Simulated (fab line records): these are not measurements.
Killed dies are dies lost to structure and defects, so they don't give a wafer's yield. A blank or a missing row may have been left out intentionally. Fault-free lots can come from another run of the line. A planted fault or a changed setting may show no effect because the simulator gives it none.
Chamber matching	flow nand-harc	NHARC_A_BONDPAD_ETCH_24 on rie-diel-03: 4 sister chambers
The step etches the open film in CF4/N2, target depth 30 nm, time 72.99 s. 8 wafers are shown with their chamber, then 8 later ones without.

## EACH WAFER AND ITS CHAMBER
wafer	chamber	drypump-motor-current-A (A)	rf-vpp-V (V)
L816.3	3	5.7	313.2
L815.5	0	6.2	310.7
L818.4	2	5.1	311.3
L818.6	1	5.3	311.2
L819.2	3	5.8	313.0
L819.3	2	5.0	310.0
L819.5	0	6.2	311.4
L821.3	1	5.2	310.6

## WAFERS WITHOUT THEIR CHAMBER
wafer	drypump-motor-current-A (A)	rf-vpp-V (V)
L821.6	5.3	312.4
L825.3	5.7	312.0
L830.2	5.0	312.1
L830.3	5.2	312.1
L830.6	5.0	311.2
L831.1	6.2	310.7
L831.2	5.2	310.6
L831.6	6.2	313.3

## CHAMBER TAKEN BY EACH
wafer	from the rows above	in truth
L821.6	1	1
L825.3	3	3
L830.2	can't be placed: 2 or 1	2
L830.3	can't be placed: 1 or 2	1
L830.6	2	2
L831.1	0	0
L831.2	can't be placed: 1 or 2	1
L831.6	0	0
Correctly placed: 5 of 8. Unplaceable from these rows: 3, with the true chamber sitting among the candidates in 3. Wrongly placed: 0.
How it was worked out, from the rows above alone: a wafer's distance from a chamber is the root of the sum, over the readings, of the square of ((its reading less the chamber's mean) divided by the reading's scatter). If the next closest chamber is less than 2 further off than the closest, the wafer can't be placed; otherwise it belongs to the closest. The mean given for a chamber averages the wafers shown for that chamber. The scatter: take each reading less its chamber's mean, square it, sum over the shown wafers, divide by the number of wafers less the number of chambers, and take the root.
